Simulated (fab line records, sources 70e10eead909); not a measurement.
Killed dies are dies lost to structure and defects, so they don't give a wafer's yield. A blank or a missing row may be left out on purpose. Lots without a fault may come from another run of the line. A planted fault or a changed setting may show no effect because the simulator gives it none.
Which tool did it? | flow nand_harc | 12 lots, 36 wafers sampled, at 6 steps of a route of 1302

WHAT THE GAUGES READ, wafer by wafer
NHARC_P_M0_THK_MEAS_24: measures by xrf.
lot  | measured     | on            | thk_nm (nm)
L075 | day 6 14:56  | film_metro-02 | 117.1 113.8 116.4
L077 | day 7 10:00  | film_metro-02 | 117.5 117.4 117.6
L079 | day 8 10:25  | film_metro-01 | 119.8 116.2 117.1
L081 | day 8 23:25  | film_metro-02 | 116.1 114.6 116.5
L083 | day 10 00:58 | film_metro-01 | 116.6 117.9 115.8
L085 | day 10 17:26 | film_metro-01 | 116.8 117.7 117.1
L087 | day 11 12:01 | film_metro-01 | 119.6 117.4 116.5
L089 | day 12 07:55 | film_metro-01 | 116.9 116.6 119.2
L091 | day 13 06:28 | film_metro-01 | 116.5 118.5 116.3
L093 | day 13 21:49 | film_metro-01 | 115.4 116.1 117.6
L095 | day 14 17:25 | film_metro-02 | 120.6 116.8 118.4
L097 | day 15 22:03 | film_metro-01 | 117.9 116.1 118.6

WHICH TOOL RAN EACH LOT (tool, then ch and the chambers of the sampled wafers, then the start)
lot  | NHARC_P_GATE_RTA_82              | NHARC_P_CONTACT_DEP_00                     | NHARC_P_CONTACT_DESCUM_17          | NHARC_P_M0_PRE_CLEAN_29                 | NHARC_P_M0_PVD_21
L075 | rtp_anneal-02 ch 0, day 6 06:34  | pecvd-01 ch 0,1,2, day 6 08:28 or earlier  | rie_diel-10 ch 0,1, day 6 08:28    | pvd_sputter-02, day 6 14:56 or earlier  | pvd_sputter-02, day 6 14:56 or earlier
L077 | rtp_anneal-02 ch 0, day 7 01:30  | pecvd-01 ch 1,2, day 7 02:11               | rie_diel-05 ch 2,3, day 7 03:34    | pvd_sputter-01, day 7 10:00 or earlier  | pvd_sputter-01, day 7 10:00 or earlier
L079 | rtp_anneal-02 ch 0, day 8 01:40  | pecvd-03 ch 0,1, day 8 03:29 or earlier    | rie_diel-10 ch 0,2,3, day 8 03:29  | pvd_sputter-01, day 8 10:25 or earlier  | pvd_sputter-01, day 8 10:25 or earlier
L081 | rtp_anneal-02 ch 0, day 8 15:01  | pecvd-02 ch 0,1,2, day 8 17:01 or earlier  | rie_diel-05 ch 0,3, day 8 17:01    | pvd_sputter-03, day 8 23:25 or earlier  | pvd_sputter-03, day 8 23:25 or earlier
L083 | rtp_anneal-02 ch 0, day 9 16:09  | pecvd-01 ch 1,2, day 9 18:20 or earlier    | rie_diel-05 ch 0,1,2, day 9 18:20  | pvd_sputter-03, day 10 00:58 or earlier | pvd_sputter-03, day 10 00:58 or earlier
L085 | rtp_anneal-02 ch 0, day 10 09:07 | pecvd-01 ch 0,1,2, day 10 11:04 or earlier | rie_diel-10 ch 1,2, day 10 11:04   | pvd_sputter-03, day 10 17:26 or earlier | pvd_sputter-03, day 10 17:26 or earlier
L087 | rtp_anneal-02 ch 0, day 11 03:25 | pecvd-01 ch 1,2, day 11 04:07              | rie_diel-05 ch 0,1,2, day 11 05:38 | pvd_sputter-01, day 11 12:01 or earlier | pvd_sputter-01, day 11 12:01 or earlier
L089 | rtp_anneal-01 ch 0, day 11 23:34 | pecvd-03 ch 0,1,2, day 12 01:26 or earlier | rie_diel-05 ch 0,2,3, day 12 01:26 | pvd_sputter-01, day 12 07:55 or earlier | pvd_sputter-01, day 12 07:55 or earlier
L091 | rtp_anneal-02 ch 0, day 12 20:41 | pecvd-01 ch 0,1, day 12 21:16              | rie_diel-01 ch 0,2,3, day 12 22:54 | pvd_sputter-03, day 13 06:28 or earlier | pvd_sputter-03, day 13 06:28 or earlier
L093 | rtp_anneal-02 ch 0, day 13 13:35 | pecvd-01 ch 0,1,2, day 13 15:23 or earlier | rie_diel-10 ch 1,2,3, day 13 15:23 | pvd_sputter-02, day 13 21:49 or earlier | pvd_sputter-02, day 13 21:49 or earlier
L095 | rtp_anneal-02 ch 0, day 14 08:26 | pecvd-03 ch 0,1, day 14 10:26 or earlier   | rie_diel-10 ch 1,2,3, day 14 10:26 | pvd_sputter-01, day 14 17:25 or earlier | pvd_sputter-01, day 14 17:25 or earlier
L097 | rtp_anneal-01 ch 0, day 15 13:37 | pecvd-03 ch 0,1, day 15 15:25 or earlier   | rie_diel-10 ch 0,2,3, day 15 15:25 | pvd_sputter-01, day 15 22:03 or earlier | pvd_sputter-01, day 15 22:03 or earlier
- NHARC_P_GATE_RTA_82: time 30 s.
- NHARC_P_CONTACT_DEP_00: deposits SiO2, target thk 500 nm.
- NHARC_P_CONTACT_DESCUM_17: chemistry O2, time 3 s.
- NHARC_P_M0_PRE_CLEAN_29: time 30 s.
- NHARC_P_M0_PVD_21: deposits Cu, target thk 30 nm, time 20.49 s.

THE ANSWER, worked out from the rows above alone
Rule: what is usual is taken from the lots themselves. Put in order of their means at a reading, lots are off if they are a third of the lots or fewer, leave a main group of 4 or more, and stand apart from it by a gap of 3 or more times the standard deviation of the main group's means; of several such gaps the widest counts. A main group whose means are all the same, to the digits that the tables above print for the reading, isn't used. A lot without any number at a reading at which 4 lots or more have one is off too. The other lots that the step has rows for count as sound.
No lot is off at any reading shown: from this, nothing can be told.

WHAT THE SIMULATOR HAD PUT IN
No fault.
